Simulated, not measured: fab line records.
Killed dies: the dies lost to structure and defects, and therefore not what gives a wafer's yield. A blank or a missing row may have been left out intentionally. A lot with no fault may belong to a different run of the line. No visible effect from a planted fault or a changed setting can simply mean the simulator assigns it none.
Split-lot experiment + flow n5 finfet + 7 lots, 39 wafers read, on a route of 1938 steps

## ABOUT THE SPLIT
At N5_BEOL_M0_SAQP_PECVD_04 (deposits a-Si from SiH4/He, target thk 60 nm, time 60.2 s), the setting time s was moved away from the recipe's 60.2 s on 9 of the 39 wafers read, by -59.9% to -21.0%. All remaining wafers had this setting at the recipe value.

## FROM THE SPLIT TO THE READING: what the file shows between them, 5 steps
- N5_BEOL_M0_SAQP_THK_MEAS_05
- N5_BEOL_M0_SAQP_HM_DEP_111: deposits SiO2 from SiH4/N2O, target thk 12 nm, time 7.2 s
- N5_BEOL_M0_SAQP_COAT_81: time 60 s, resist thk 100 nm
- N5_BEOL_M0_SAQP_HM_OPEN_112: chemistry CHF3/O2, target SiO2, stops on a-Si, target depth 12 nm, time 13.5 s
- N5_BEOL_M0_SAQP_STRIP_113: strips in CHF3/O2

## THE READING
oes product au, in a.u., at N5_BEOL_M0_SAQP_MANDREL_ETCH_20 (etches a-Si in HBr/Cl2, stops on SiNx, target depth 60 nm, bt time 10 s, time 30 s). Typical for fault-free wafers on this fab line: 0.775 a.u., with standard deviation 0.012 a.u.

| wafer  | tool, chamber at the split | time s as run, s | against the recipe | oes product au, a.u. | against lot-mates on the recipe |
|--------|----------------------------|------------------|--------------------|----------------------|---------------------------------|
| L075.1 | pecvd-01, 2                | 60.2             | recipe             | 0.769                | -                               |
| L075.4 | pecvd-01, 2                | 60.2             | recipe             | 0.791                | -                               |
| L075.5 | pecvd-01, 2                | 60.2             | recipe             | 0.777                | -                               |
| L078.1 | pecvd-01, 2                | 60.2             | recipe             | 0.757                | -                               |
| L078.2 | pecvd-01, 0                | 60.2             | recipe             | 0.756                | -                               |
| L078.3 | pecvd-01, 1                | 24.12            | -59.9%             | 0.506                | -0.260                          |
| L078.4 | pecvd-01, 1                | 60.2             | recipe             | 0.785                | -                               |
| L078.5 | pecvd-01, 2,0              | 24.12            | -59.9%             | 0.503                | -0.263                          |
| L078.6 | pecvd-01, 2,0              | 24.12            | -59.9%             | 0.491                | -0.275                          |
| L082.1 | pecvd-04, 2                | 47.58            | -21.0%             | 0.679                | -0.088                          |
| L082.2 | pecvd-04, 0                | 60.2             | recipe             | 0.751                | -                               |
| L082.3 | pecvd-04, 1                | 47.58            | -21.0%             | 0.688                | -0.079                          |
| L082.4 | pecvd-04, 1                | 47.58            | -21.0%             | 0.673                | -0.094                          |
| L082.5 | pecvd-04, 0                | 60.2             | recipe             | 0.763                | -                               |
| L082.6 | pecvd-04, 2                | 60.2             | recipe             | 0.788                | -                               |
| L087.1 | pecvd-01, 2                | 60.2             | recipe             | 0.785                | -                               |
| L087.2 | pecvd-01, 0                | 60.2             | recipe             | 0.770                | -                               |
| L087.3 | pecvd-01, 1                | 60.2             | recipe             | 0.788                | -                               |
| L087.4 | pecvd-01, 2                | 60.2             | recipe             | 0.784                | -                               |
| L087.5 | pecvd-01, 0                | 60.2             | recipe             | 0.798                | -                               |
| L087.6 | pecvd-01, 1                | 60.2             | recipe             | 0.787                | -                               |
| L088.1 | pecvd-04, 1                | 60.2             | recipe             | 0.780                | -                               |
| L088.2 | pecvd-04, 0,2              | 60.2             | recipe             | 0.790                | -                               |
| L088.3 | pecvd-04, 2                | 60.2             | recipe             | 0.763                | -                               |
| L088.4 | pecvd-04, 0,2              | 60.2             | recipe             | 0.770                | -                               |
| L088.5 | pecvd-04, 1                | 60.2             | recipe             | 0.771                | -                               |
| L088.6 | pecvd-04, 0                | 60.2             | recipe             | 0.786                | -                               |
| L095.1 | pecvd-04, 0                | 60.2             | recipe             | 0.786                | -                               |
| L095.2 | pecvd-04, 2                | 46.8             | -22.3%             | 0.656                | -0.118                          |
| L095.3 | pecvd-04, 1                | 60.2             | recipe             | 0.757                | -                               |
| L095.4 | pecvd-04, 1                | 60.2             | recipe             | 0.778                | -                               |
| L095.5 | pecvd-04, 0                | 46.8             | -22.3%             | 0.672                | -0.102                          |
| L095.6 | pecvd-04, 2                | 46.8             | -22.3%             | 0.678                | -0.096                          |
| L097.1 | pecvd-02, 0                | 60.2             | recipe             | 0.790                | -                               |
| L097.2 | pecvd-02, 2                | 60.2             | recipe             | 0.791                | -                               |
| L097.3 | pecvd-02, 1                | 60.2             | recipe             | 0.764                | -                               |
| L097.4 | pecvd-02, 1                | 60.2             | recipe             | 0.773                | -                               |
| L097.5 | pecvd-02, 2                | 60.2             | recipe             | 0.798                | -                               |
| L097.6 | pecvd-02, 0                | 60.2             | recipe             | 0.802                | -                               |
Where a row lists several chambers, the file gives one row for several wafers and doesn't say which wafer went through which chamber.

FIT RESULTS
A straight line over all 39 wafers: oes product au changes by +0.00467 a.u. for each +1% of time s; r = +0.99; the points scatter about the line by 0.013 a.u.
The same after taking each lot's own level away (the mean of its wafers on the recipe; 39 wafers): +0.00444 a.u. for each +1%; r = +0.99; scatter 0.011 a.u.
Per that fit: largest time s move, reading shift of 0.27 a.u.
From 0.7660 to 0.7863 a.u.: that is the span of the lots' own levels, equal to 1.7 times the standard deviation above.
So the lot-to-lot level changes the slope little: the two slopes agree.
Check: with one of the wafers moved furthest among these (-59.9%) left out of the fit, the line predicts -0.269 a.u. for it against its lot-mates. Against them it came out at -0.26 a.u.

## THE WHOLE CHAIN: every reading that the file lists as answering this split, in the file's order
| step                            | what it does                                                                       | reading                                                                               | change (the file's fit)                   | r (the file's) |
|---------------------------------|------------------------------------------------------------------------------------|---------------------------------------------------------------------------------------|-------------------------------------------|----------------|
| N5_BEOL_M0_SAQP_PECVD_04        | deposits a-Si from SiH4/He, target thk 60 nm, time 60.2 s                          | a-Si_of_BEOL_M0_SAQP_PECVD_04.thk nm (the simulator's own value, which no gauge read) | +0.599 nm for each +1% of the setting     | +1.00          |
| N5_BEOL_M0_SAQP_THK_MEAS_05     |                                                                                    | thk nm                                                                                | withheld for each +1% of the setting      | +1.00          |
| N5_BEOL_M0_SAQP_MANDREL_ETCH_20 | etches a-Si in HBr/Cl2, stops on SiNx, target depth 60 nm, bt time 10 s, time 30 s | oes product au                                                                        | +0.00444 a.u. for each +1% of the setting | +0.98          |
| N5_BEOL_M0_SAQP_MANDREL_ETCH_20 | etches a-Si in HBr/Cl2, stops on SiNx, target depth 60 nm, bt time 10 s, time 30 s | etch.depth nm (the simulator's own value, which no gauge read)                        | +0.6 nm for each +1% of the setting       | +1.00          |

## FILE'S OWN FIT
oes product au changes by +0.00444 a.u. for each +1% of time s, r = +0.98.
